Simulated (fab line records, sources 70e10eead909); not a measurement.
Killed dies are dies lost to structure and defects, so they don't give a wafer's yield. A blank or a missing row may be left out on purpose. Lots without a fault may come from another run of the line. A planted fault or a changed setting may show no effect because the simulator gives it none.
Chamber matching | flow nand_harc | NHARC_P_M0_ETCH_34 on rie_diel-02: 4 sister chambers
The step etches the open film in N2/H2, target depth 40 nm, overetch 12 nm, time 43.94 s. 4 wafers are shown with their chamber, then 12 later ones without.

WAFERS WITH THEIR CHAMBER
wafer  | chamber | showerhead_plenum_p_Torr (Torr)
L091.4 | 0       | 2.16
L091.5 | 1       | 2.02
L092.5 | 2       | 2.04
L092.6 | 3       | 1.92

WAFERS WITHOUT THEIR CHAMBER
wafer  | showerhead_plenum_p_Torr (Torr)
L094.2 | 2.04
L094.4 | 1.91
L094.5 | 2.16
L093.2 | 1.91
L093.4 | 2.16
L093.6 | 2.04
L095.1 | 2.16
L095.2 | 2.04
L095.5 | 1.91
L096.3 | 2.02
L096.5 | 2.04
L096.6 | 1.91

WHICH CHAMBER EACH WENT THROUGH
wafer  | from the rows above | in truth
L094.2 | 2                   | 2
L094.4 | 3                   | 3
L094.5 | 0                   | 0
L093.2 | 3                   | 3
L093.4 | 0                   | 0
L093.6 | 2                   | 2
L095.1 | 0                   | 0
L095.2 | 2                   | 2
L095.5 | 3                   | 3
L096.3 | 1                   | 1
L096.5 | 2                   | 2
L096.6 | 3                   | 3
Placed correctly: 12 of 12. Can't be placed from these rows: 0. Placed wrongly: 0.
How it was worked out, from the rows above alone: a wafer's distance from a chamber is the root of the sum, over the readings, of the square of ((its reading less the chamber's mean) divided by the reading's scatter). The wafer belongs to the nearest chamber; if the next one is less than 2 further off, it can't be placed. A chamber's mean is the mean of its shown wafers. The scatter: with one shown wafer a chamber, the root of the mean of the squares of how far each hidden wafer lies from its nearest shown one.
